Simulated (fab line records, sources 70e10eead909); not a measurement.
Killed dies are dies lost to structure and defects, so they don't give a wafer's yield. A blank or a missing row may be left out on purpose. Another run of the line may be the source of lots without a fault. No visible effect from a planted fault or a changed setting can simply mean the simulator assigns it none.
Which tool did it?    flow nandHarc    45 wafers from 15 lots sampled at 4 of the route's 1302 steps

## WHAT EACH GAUGE READ, for each wafer
The record lacks any reading of a measuring or inspecting step that a usual standard deviation could be used to judge.

## WHICH TOOL RAN EACH LOT (tool, then ch and the chambers of the sampled wafers, then the start)
lot   NHARC_A_STAIRCASE_HM_DEP_462  NHARC_A_STAIRCASE_DESCUM_312       NHARC_A_STAIRCASE_ETCHBACK_416                NHARC_A_STAIRCASE_ANNEAL_323
L790  aclDep-01 ch 0, day 16 07:43  rieDiel-09 ch 0,3, day 16 10:07    rieDiel-05 ch 0,1,2, day 17 17:39 or earlier  furnace-05 ch 0, day 17 17:39
L792  aclDep-03 ch 0, day 18 00:55  rieDiel-08 ch 0,1, day 18 03:38    rieDiel-08 ch 0,1, day 19 08:32 or earlier    furnace-07 ch 0, day 19 08:32
L793  aclDep-01 ch 0, day 18 07:31  rieDiel-08 ch 1,2, day 18 12:53    rieDiel-08 ch 0,1,2, day 19 21:43 or earlier  furnace-05 ch 0, day 19 21:43
L794  aclDep-01 ch 0, day 18 09:41  rieDiel-05 ch 0,1,2, day 18 12:56  rieDiel-08 ch 0,1,3, day 19 21:43 or earlier  furnace-05 ch 0, day 19 21:43
L797  aclDep-01 ch 0, day 19 16:14  rieDiel-05 ch 2,3, day 19 18:10    rieDiel-05 ch 1,2,3, day 20 23:12 or earlier  furnace-02 ch 0, day 20 23:12
L801  aclDep-01 ch 0, day 21 13:14  rieDiel-09 ch 0,2, day 21 16:07    rieDiel-05 ch 1,2,3, day 22 19:27 or earlier  furnace-07 ch 0, day 22 19:27
L802  aclDep-01 ch 0, day 21 16:49  rieDiel-08 ch 0,3, day 21 19:14    rieDiel-05 ch 0,3, day 22 19:27 or earlier    furnace-07 ch 0, day 22 19:27
L800  aclDep-02 ch 0, day 21 18:07  rieDiel-08 ch 0,2, day 21 20:46    rieDiel-05 ch 0,2,3, day 22 19:27 or earlier  furnace-07 ch 0, day 22 19:27
L803  aclDep-03 ch 0, day 22 14:01  rieDiel-09 ch 0,1,3, day 22 16:55  rieDiel-08 ch 0,2,3, day 23 20:07 or earlier  furnace-07, day 23 20:07
L804  aclDep-03 ch 0, day 22 18:01  rieDiel-09 ch 0,1, day 22 20:50    rieDiel-05 ch 1,2,3, day 23 20:07 or earlier  furnace-07, day 23 20:07
L805  aclDep-03 ch 0, day 23 02:56  rieDiel-09 ch 1,2, day 23 05:47    rieDiel-09 ch 1,3, day 24 10:37 or earlier    furnace-02, day 24 10:37
L806  aclDep-03 ch 0, day 23 04:47  rieDiel-08 ch 0,1, day 23 07:37    rieDiel-05 ch 2,3, day 24 10:37 or earlier    furnace-02 ch 0, day 24 10:37
L808  aclDep-02 ch 0, day 23 23:14  rieDiel-09 ch 1,3, day 24 01:47    rieDiel-05 ch 0,2,3, day 25 10:34 or earlier  furnace-07 ch 0, day 25 10:34
L812  aclDep-03 ch 0, day 26 02:53  rieDiel-05 ch 0,1,2, day 26 05:38  rieDiel-08 ch 0,2, day 27 17:28 or earlier    furnace-02 ch 0, day 27 17:28
L813  aclDep-01 ch 0, day 27 11:39  rieDiel-05 ch 1,3, day 27 14:13    rieDiel-08 ch 0,1,3, day 28 20:04 or earlier  furnace-02 ch 0, day 28 20:04
- NHARC_A_STAIRCASE_HM_DEP_462: deposits aC, target thk 800 nm.
- NHARC_A_STAIRCASE_DESCUM_312: chemistry O2, time 3 s.
- NHARC_A_STAIRCASE_ETCHBACK_416: etches the open film in C4F8/O2/Ar, target depth 36 nm, time 7.2 s.
- NHARC_A_STAIRCASE_ANNEAL_323: time 1800 s.

## WHAT THE TOOLS THEMSELVES READ (means of the sampled wafers that have a number; where no wafer has one, the mark that the record gives instead)
NHARC_A_STAIRCASE_HM_DEP_462.
lot   tool       throttleValvePct (%)
L790  aclDep-01  34.993
L792  aclDep-03  34.998
L793  aclDep-01  34.992
L794  aclDep-01  34.998
L797  aclDep-01  34.996
L801  aclDep-01  34.998
L802  aclDep-01  34.992
L800  aclDep-02  34.994
L803  aclDep-03  35.002
L804  aclDep-03  34.998
L805  aclDep-03  34.999
L806  aclDep-03  34.994
L808  aclDep-02  35.011
L812  aclDep-03  34.998
L813  aclDep-01  35.002

NHARC_A_STAIRCASE_DESCUM_312.
lot   tool        drypumpMotorCurrentA (A)  oesProductAu (a.u.)  rfVppV (V)  showerheadPlenumPTorr (Torr)  throttleValvePct (%)
L790  rieDiel-09  6.13                      1.003                58.2        1.93                          11.316
L792  rieDiel-08  6.10                      0.998                58.3        2.01                          11.305
L793  rieDiel-08  6.18                      0.999                58.1        2.06                          11.310
L794  rieDiel-05  6.00                      1.003                57.7        1.86                          11.317
L797  rieDiel-05  6.29                      0.995                57.6        1.99                          11.315
L801  rieDiel-09  6.37                      0.996                58.7        1.80                          11.321
L802  rieDiel-08  6.33                      0.993                57.4        1.86                          11.319
L800  rieDiel-08  6.36                      0.993                58.9        2.01                          11.310
L803  rieDiel-09  5.98                      1.004                58.3        1.93                          11.312
L804  rieDiel-09  6.12                      1.011                57.2        1.87                          11.315
L805  rieDiel-09  6.02                      1.005                57.7        1.88                          11.317
L806  rieDiel-08  6.09                      1.003                58.8        2.00                          11.320
L808  rieDiel-09  5.86                      1.000                56.8        1.99                          11.300
L812  rieDiel-05  6.00                      0.992                57.9        1.84                          11.301
L813  rieDiel-05  6.28                      1.011                58.4        1.98                          11.306

NHARC_A_STAIRCASE_ETCHBACK_416.
lot   tool        oesProductAu (a.u.)  rfVppV (V)
L790  rieDiel-05  0.930                720
L792  rieDiel-08  0.926                727
L793  rieDiel-08  0.927                728
L794  rieDiel-08  0.928                724
L797  rieDiel-05  0.920                722
L801  rieDiel-05  0.917                722
L802  rieDiel-05  0.930                728
L800  rieDiel-05  0.917                723
L803  rieDiel-08  0.922                724
L804  rieDiel-05  0.914                723
L805  rieDiel-09  0.928                727
L806  rieDiel-05  0.927                726
L808  rieDiel-05  0.928                723
L812  rieDiel-08  0.932                725
L813  rieDiel-08  0.937                724

NHARC_A_STAIRCASE_ANNEAL_323.
lot   tool        runLengthS (s)  spikeTcBottomC (C)  spikeTcCentreC (C)  spikeTcUpperC (C)
L790  furnace-05  1825            765                 751.5               750.4
L792  furnace-07  1819            770                 751.5               749.5
L793  furnace-05  1821            763                 752.6               750.2
L794  furnace-05  1828            764                 751.6               750.4
L797  furnace-02  1818            764                 749.8               749.6
L801  furnace-07  1818            770                 750.3               748.6
L802  furnace-07  1819            772                 750.3               749.5
L800  furnace-07  1822            771                 750.7               749.7
L803  furnace-07  -               -                   -                   -
L804  furnace-07  -               -                   -                   -
L805  furnace-02  -               -                   -                   -
L806  furnace-02  1818            765                 751.5               750.3
L808  furnace-07  1818            771                 749.7               748.8
L812  furnace-02  1818            765                 751.7               749.8
L813  furnace-02  1824            765                 750.9               749.3

## THE ANSWER, worked out from the rows above alone
Rule: the lots themselves supply what counts as usual. The widest of any qualifying gaps counts: lots, ordered by their means at a reading, are off when they make up no more than a third of the lots, leave a main group of 4 or more, and stand apart from it by 3 or more times the standard deviation of that group's means. A main group whose means are all the same, to the digits that the tables above print for the reading, isn't used. Also off: a lot with no number at a reading for which 4 or more lots have one. Where the step has rows for the other lots, those lots are counted as sound. Order of review: gauges by route order, followed by the tools' own readings, for which a lot's mean as printed above is used. The first step at which some lot is off is used, and at that step the reading that is off furthest; a lot without a number counts as furthest.
Off, at NHARC_A_STAIRCASE_ANNEAL_323 on runLengthS: L803, L804, L805. Without a number there: L803, L804, L805. Mean 1821 s and standard deviation 3.2 in the main group.
A tool fits if, at that step or a process step before it, it ran every lot that is off, and no sound lot after the first of them. NHARC_A_STAIRCASE_ETCHBACK_416: start missing for some lots; hours and lot order therefore follow NHARC_A_STAIRCASE_ANNEAL_323. None of those tried fits.

## WHAT THE SIMULATOR PUT IN
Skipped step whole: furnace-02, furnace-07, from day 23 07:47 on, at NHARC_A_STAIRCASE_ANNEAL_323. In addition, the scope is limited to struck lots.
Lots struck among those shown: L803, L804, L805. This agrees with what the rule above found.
